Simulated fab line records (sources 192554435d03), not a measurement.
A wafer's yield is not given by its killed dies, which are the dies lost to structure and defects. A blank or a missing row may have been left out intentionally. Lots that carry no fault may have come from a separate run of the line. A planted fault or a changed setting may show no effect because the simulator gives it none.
Matching of chambers	flow n5Finfet	N5_BEOL_M5_CURE_80 on uvCure-02 has 3 sister chambers
The step cures SiCOH lowk, time 120 s. 6 wafers are shown with their chamber, then 10 later ones without.

## WAFERS, EACH WITH ITS CHAMBER
wafer	chamber	wafer_temp_C_max	lampPowerPct (%)
L081.2	0	371.3	52.22
L081.6	0	371.4	52.30
L083.5	2	371.3	52.36
L083.6	2	371.1	52.42
L090.2	1	372.1	52.37
L090.3	1	372.8	52.31

## WAFERS WHOSE CHAMBER IS MISSING
wafer	wafer_temp_C_max	lampPowerPct (%)
L090.5	373.5	52.40
L091.3	371.2	52.35
L091.4	371.0	52.34
L091.6	371.0	52.40
L094.2	371.2	52.31
L094.4	371.4	52.32
L094.5	371.4	52.35
L097.1	371.6	52.29
L097.3	371.2	52.42
L097.4	371.8	52.22

## THE CHAMBER EACH PASSED THROUGH
wafer	from the rows above	in truth
L090.5	1	1
L091.3	can't be placed: 2 or 0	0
L091.4	can't be placed: 2 or 0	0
L091.6	2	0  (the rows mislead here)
L094.2	can't be placed: 0 or 2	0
L094.4	can't be placed: 0 or 2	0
L094.5	can't be placed: 2 or 0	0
L097.1	can't be placed: 0 or 2 or 1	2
L097.3	2	2
L097.4	can't be placed: 0 or 1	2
2 of 10 placed correctly. Not placeable from these rows: 7 (in 6, the candidates include the true chamber). Placed wrongly: 1.
How it was worked out, from the rows above alone: a wafer's distance from a chamber is the root of the sum, over the readings, of the square of ((its reading less the chamber's mean) divided by the reading's scatter). If the next closest chamber is less than 2 further off than the closest, the wafer can't be placed; otherwise it belongs to the closest. The mean given for a chamber averages the wafers shown for that chamber. The scatter: the root of (the sum of the squares of (reading less its chamber's mean) over the shown wafers, divided by (wafers less chambers)).
